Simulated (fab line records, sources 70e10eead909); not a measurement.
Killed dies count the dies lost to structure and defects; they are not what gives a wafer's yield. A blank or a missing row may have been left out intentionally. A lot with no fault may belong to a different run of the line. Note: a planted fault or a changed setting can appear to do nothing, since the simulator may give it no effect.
Which tool did it? / flow nand_harc / 7 lots with 21 wafers sampled at 2 steps, on a route of 1302 steps

## WHAT EACH GAUGE READ, for each wafer
NHARC_A_M1_INSPECT_27.
lot=L821; measured=day 23 01:58; on=defect_inspect-01; raw_defect_count=565 449 476
lot=L827; measured=day 25 16:40; on=defect_inspect-02; raw_defect_count=529 636 509
lot=L833; measured=day 28 02:53; on=defect_inspect-02; raw_defect_count=397 408 352
lot=L835; measured=day 29 03:40; on=defect_inspect-01; raw_defect_count=493 361 318
lot=L836; measured=day 29 21:50; on=defect_inspect-02; raw_defect_count=722 663 570
lot=L839; measured=day 30 09:30; on=defect_inspect-01; raw_defect_count=597 524 467
lot=L842; measured=day 32 01:52; on=defect_inspect-02; raw_defect_count=610 477 595

## WHAT TOOL EACH LOT RAN ON (gives the tool, then ch and the chambers of the sampled wafers, and finally the start)
lot=L821; NHARC_A_M1_DEGAS_29=pvd_sputter-03, day 23 00:22
lot=L827; NHARC_A_M1_DEGAS_29=pvd_sputter-03, day 25 15:07
lot=L833; NHARC_A_M1_DEGAS_29=pvd_sputter-01, day 28 01:20
lot=L835; NHARC_A_M1_DEGAS_29=pvd_sputter-03, day 29 02:08
lot=L836; NHARC_A_M1_DEGAS_29=pvd_sputter-03, day 29 19:58
lot=L839; NHARC_A_M1_DEGAS_29=pvd_sputter-02, day 30 07:57
lot=L842; NHARC_A_M1_DEGAS_29=pvd_sputter-01, day 32 00:19
- NHARC_A_M1_DEGAS_29: time 60 s.

## THE ANSWER, worked out from the rows above alone
Rule: what is usual is taken from the lots themselves. Put in order of their means at a reading, lots are off if they are a third of the lots or fewer, leave a main group of 4 or more, and stand apart from it by a gap of 3 or more times the standard deviation of the main group's means; of several such gaps the widest counts. If all means in a main group match to the digits the tables above print for the reading, that group is not used. Also off: a lot with no number at a reading for which 4 or more lots have one. The other lots that the step has rows for count as sound.
Nothing can be told from this: no lot is off at any reading shown.

## WHAT THE SIMULATOR HAD INSERTED
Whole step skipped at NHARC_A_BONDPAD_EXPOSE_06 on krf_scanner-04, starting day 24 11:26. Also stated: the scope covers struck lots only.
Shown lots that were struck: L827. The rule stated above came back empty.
